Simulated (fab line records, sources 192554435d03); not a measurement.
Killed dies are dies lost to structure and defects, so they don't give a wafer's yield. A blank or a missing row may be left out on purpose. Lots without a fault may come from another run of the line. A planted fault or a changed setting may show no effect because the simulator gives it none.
One fault seen from 2 desks | flow n5_finfet | each desk has only its own numbers; what lay behind them comes last

THE TOOL OWNER'S DESK: pvd_sputter-02
The tool's own readings at N5_BEOL_M6_SPUTTER_48 (material Cu, target thk 10 nm, time 1.667 s): means of the sampled wafers that have a number, for each lot that ran on this tool. A lot is out of limits, marked OUT, if its mean lies more than 4 standard deviations from the usual mean; the brackets give that distance.
Columns: A = throttle_valve_pct at N5_BEOL_M6_SPUTTER_48, usual 29.9 %
lot  | first seen here | A
L733 | day 9 18:46     | 29.3
L734 | day 9 20:58     | 29.8
L738 | day 10 21:01    | 30.1
L739 | day 11 04:01    | 29.9
L742 | day 11 20:05    | 28.9
This desk's finding: nothing out of limits on any of the 5 lots.

THE METROLOGY DESK
What the gauges read, lot by lot, whatever tool the lot ran on: means of the sampled wafers that have a number. A lot is out of limits, marked OUT, if its mean lies more than 4 standard deviations from the usual mean; the brackets give that distance.
Columns: A = cd_nm at N5_MIM_BOT_LITHO_CD_MEAS_08, usual 2999.9 nm; B = PASS_OPEN_OVL at N5_PASSIVATION_OVL_MEAS_66, usual 1 nm
lot  | first seen here | A      | B
L729 | day 12 00:46    | 3000.1 | 2
L733 | day 12 22:50    | 2999.4 | -4
L734 | day 13 07:46    | 2999.8 | -2
L735 | day 13 08:07    | 3000.0 | -3
L736 | day 13 09:32    | 2999.8 | 6
L738 | day 13 15:26    | 2998.9 | -1
L737 | day 13 21:49    | 3001.6 | -2
L739 | day 14 11:14    | 2999.1 | -4
L740 | day 14 16:52    | 3002.2 | 5
L742 | day 15 05:50    | 2998.8 | -3
L744 | day 15 08:02    | 2999.6 | 1
L750 | day 16 18:33    | 3002.7 | 5
This desk's finding: nothing out of limits on any of the 12 lots.

PUT TOGETHER
The tool owner's desk saw nothing out of limits.
The metrology desk saw nothing out of limits.

WHAT THE SIMULATOR HAD PUT IN
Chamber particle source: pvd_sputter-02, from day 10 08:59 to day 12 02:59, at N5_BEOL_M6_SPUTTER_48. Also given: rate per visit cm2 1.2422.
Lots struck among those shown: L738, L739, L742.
